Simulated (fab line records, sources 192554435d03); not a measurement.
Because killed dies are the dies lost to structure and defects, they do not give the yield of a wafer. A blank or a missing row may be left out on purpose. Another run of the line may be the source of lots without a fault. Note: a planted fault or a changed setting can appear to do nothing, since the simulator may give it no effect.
A lot that was struck, set against a sound lot    flow n5-finfet    13 steps out of a route of 1938
Sound: these wafers, L966.3, L966.4, L966.5. Wafers L972.1, L972.3, L972.5 were the ones struck. Last of all comes the cause.
Order at every step that has rows: each side's tool, ch and its chambers, its first start. Under that, the readings that differ: sound wafers    struck wafers    difference of the means    sigmas: that difference in standard deviations of wafers without a fault.
alike: same words and numbers on both sides, and readings whose means sit less than 2 such deviations apart. not compared: any withheld reading, any reading some wafer has no value for, any bound like >300 that may hide the same value, and any number with overlapping values for which the record gives no deviation.
The two part at a step that has a row with sigmas, a row that says differs or no value, or rows on one side only. When numbers do not overlap yet have no deviation, they are printed without sigmas and do not part them. Lack of a reading on every wafer of one side parts them only where that side has two or more wafers.

first, 9 steps without rows for these wafers: N5_BEOL_M0_SAQP_COAT_87 (time 60 s, resist thk 5 nm); N5_BEOL_M0_SAQP_COAT_34 (resist thk 30 nm); N5_BEOL_M0_SAQP_EBR_36; N5_BEOL_M0_SAQP_SOFTBAKE_35 (time 60 s); N5_BEOL_M0_SAQP_EXPOSE_37 (exposes mask M0 CUT1, target cd 30 nm); N5_BEOL_M0_SAQP_PEB_38 (peb time 60 s); N5_BEOL_M0_SAQP_DEVELOP_39 (develop time 30 s); N5_BEOL_M0_SAQP_DESCUM_45 (chemistry O2, time 7 s); N5_BEOL_M0_SAQP_ETCH_88 (etches underlayer in N2/H2, target depth 6.5 nm, time 5.2 s).
N5_BEOL_M0_SAQP_ETCH_73: etches SiARC in CF4, target depth 19.5 nm, time 32.5 s.
  sound on rie-diel-05 ch 2,3, day 7 05:41; struck on rie-diel-05 ch 0,2,3, day 8 17:37
  no value came back on the struck wafers for any of 8 readings (bias-w (W), cf4-flow-sccm (sccm) and others); on the sound wafers bias-w (W) reads 36.09 36.05 36.09
  not compared: rf-hours-counter-h
then, 1 step without rows for these wafers: N5_BEOL_M0_SAQP_CUT_ETCH_46 (etches SOC in N2/H2, target depth 135 nm, overetch 27 nm, time 202.5 s).
N5_BEOL_M4_RC_MEAS_101:
  the record has rows for the sound wafers here (prober-02 ch 0, day 10 00:11) and none for the struck ones
-- record jumps: 6 days separate the struck wafers' starts on either side; left off in module BEOL_M4, taken up again in module PASSIVATION, whose first shown step is the route's number 1936 --
N5_PASSIVATION_PROBE_49:
  sound on prober-02 at day 14 03:11; struck on prober-02 at day 15 03:39
reading                   sound           struck          difference  sigmas
defect-limited-yield (%)  91.3 90.7 92.9  0 0 0           -92         -65
killed_at_M0_to_M3        29 31 23        1084 1091 1100  +1064       +99 or more
killed-dies               103 110 84      1180 1180 1180  +1081       +68
killed-on-rim             13 12 10        152 152 152     +140        +34
sort_bin_5_function (%)   4.4 5.3 4.1     95.1 95.4 96.2  +91.0       +99 or more
sort-n-pass               1077 1070 1096  0 0 0           -1081       -68
  alike: killed_at_M4_up, killed-at-contacts, killed-at-front-end, killed-at-other, killed-open, killed-short, sort_bin_6_memory, sort_bin_8_speed

== WHERE THEY PART ==
Earliest at N5_BEOL_M0_SAQP_ETCH_73; latest, in this record, at N5_PASSIVATION_PROBE_49.

WHY: what the simulator had put in
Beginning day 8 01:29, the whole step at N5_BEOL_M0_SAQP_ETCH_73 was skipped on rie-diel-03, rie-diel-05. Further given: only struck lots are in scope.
